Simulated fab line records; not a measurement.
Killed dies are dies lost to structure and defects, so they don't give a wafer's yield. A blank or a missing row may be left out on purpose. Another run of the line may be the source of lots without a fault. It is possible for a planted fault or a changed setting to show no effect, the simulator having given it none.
Chamber matching / flow n5-finfet / 4 sister chambers for N5_BEOL_M2_STRIP_66 on rie-diel-02
The step strips in CF4. 4 wafers are shown with their chamber, then 8 later ones without.

## WAFERS PAIRED WITH THEIR CHAMBERS
wafer=L085.5; chamber=1; drypump-motor-current-A (A)=5.3
wafer=L092.1; chamber=3; drypump-motor-current-A (A)=6.4
wafer=L092.4; chamber=2; drypump-motor-current-A (A)=4.7
wafer=L091.2; chamber=0; drypump-motor-current-A (A)=5.5

## WAFERS WITHOUT THEIR CHAMBER
wafer=L091.4; drypump-motor-current-A (A)=4.7
wafer=L091.5; drypump-motor-current-A (A)=6.5
wafer=L094.2; drypump-motor-current-A (A)=5.5
wafer=L094.3; drypump-motor-current-A (A)=4.7
wafer=L094.6; drypump-motor-current-A (A)=6.5
wafer=L095.1; drypump-motor-current-A (A)=5.5
wafer=L095.3; drypump-motor-current-A (A)=6.5
wafer=L095.5; drypump-motor-current-A (A)=4.7

## CHAMBER TAKEN BY EACH
wafer=L091.4; from the rows above=2; in truth=2
wafer=L091.5; from the rows above=3; in truth=3
wafer=L094.2; from the rows above=0; in truth=0
wafer=L094.3; from the rows above=2; in truth=2
wafer=L094.6; from the rows above=3; in truth=3
wafer=L095.1; from the rows above=0; in truth=0
wafer=L095.3; from the rows above=3; in truth=3
wafer=L095.5; from the rows above=2; in truth=2
Correct placement for 8 of the 8. Not placeable from these rows: 0. Placed wrongly: 0.
How it was worked out, from the rows above alone: a wafer's distance from a chamber is the root of the sum, over the readings, of the square of ((its reading less the chamber's mean) divided by the reading's scatter). The wafer belongs to the nearest chamber; if the next one is less than 2 further off, it can't be placed. For every chamber, the mean is computed from those of its wafers that are shown. The scatter: root of mean squared gap, hidden wafer to nearest shown wafer, with one shown wafer a chamber.
